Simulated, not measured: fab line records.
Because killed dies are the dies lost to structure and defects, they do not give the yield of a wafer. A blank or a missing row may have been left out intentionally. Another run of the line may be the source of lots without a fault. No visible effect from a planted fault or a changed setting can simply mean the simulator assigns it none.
Matching of chambers | flow n5Finfet | 4 sister chambers for N5_WELL_APT_DESCUM_13 on rieDiel-02
The step chemistry O2, time 7.9 s. 18 wafers are shown with their chamber, then 9 later ones without.

## EACH WAFER AND ITS CHAMBER
wafer  | chamber | drypumpMotorCurrentA (A) | showerheadPlenumPTorr (Torr) | throttleValvePct (%)
L074.2 | 0       | 6.2                      | 2.01                         | 20.21
L074.3 | 1       | 5.2                      | 2.11                         | 20.21
L074.5 | 3       | 4.9                      | 2.18                         | 20.88
L076.1 | 3       | 4.9                      | 2.18                         | 20.88
L076.2 | 2       | 5.7                      | 2.19                         | 20.06
L076.6 | 0       | 6.1                      | 2.01                         | 20.21
L078.1 | 0       | 6.1                      | 2.01                         | 20.21
L078.2 | 1       | 5.2                      | 2.11                         | 20.25
L078.4 | 2       | 5.8                      | 2.18                         | 20.06
L082.2 | 3       | 4.9                      | 2.17                         | 20.60
L082.4 | 2       | 5.7                      | 2.18                         | 20.08
L082.5 | 2       | 5.8                      | 2.18                         | 20.07
L088.1 | 3       | 4.9                      | 2.17                         | 20.63
L088.3 | 1       | 5.2                      | 2.10                         | 20.29
L088.4 | 0       | 6.1                      | 2.00                         | 20.22
L091.4 | 1       | 5.2                      | 2.10                         | 20.29
L091.5 | 0       | 6.1                      | 2.00                         | 20.25
L091.6 | 3       | 4.9                      | 2.17                         | 20.64

SIGNATURES (means of the wafers above)
reading               | chamber 0 | chamber 1 | chamber 2 | chamber 3 | scatter within a chamber
drypumpMotorCurrentA  | 6.120     | 5.200     | 5.750     | 4.900     | 0.0359
showerheadPlenumPTorr | 2.0060    | 2.1050    | 2.1825    | 2.1740    | 0.00544
throttleValvePct      | 20.2200   | 20.2600   | 20.0675   | 20.7260   | 0.0783
Rule: a wafer lies at a distance from a chamber equal to the root of the sum of squares, over the readings, of (its reading less the chamber's mean, divided by the reading's scatter). The wafer belongs to the nearest chamber; if the next one is less than 2 further off, it can't be placed. How the scatter is found: for the shown wafers, subtract from each reading the mean of its chamber, square and add these, divide the total by (wafers less chambers), then take the root.

## WAFERS WITHOUT THEIR CHAMBER
wafer  | drypumpMotorCurrentA (A) | showerheadPlenumPTorr (Torr) | throttleValvePct (%)
L094.1 | 5.2                      | 2.09                         | 20.29
L094.3 | 4.9                      | 2.17                         | 20.64
L094.5 | 4.9                      | 2.16                         | 20.65
L095.4 | 6.2                      | 2.00                         | 20.26
L095.5 | 5.8                      | 2.17                         | 20.13
L095.6 | 5.2                      | 2.09                         | 20.28
L097.2 | 5.2                      | 2.09                         | 20.30
L097.3 | 6.1                      | 1.99                         | 20.26
L097.5 | 6.1                      | 1.99                         | 20.25

## THE CHAMBER EACH PASSED THROUGH
wafer  | from the rows above | in truth
L094.1 | 1                   | 1
L094.3 | 3                   | 3
L094.5 | 3                   | 3
L095.4 | 0                   | 0
L095.5 | 2                   | 2
L095.6 | 1                   | 1
L097.2 | 1                   | 1
L097.3 | 0                   | 0
L097.5 | 0                   | 0
Correct placement for 9 of the 9. Can't be placed from these rows: 0. Wrongly placed: 0.
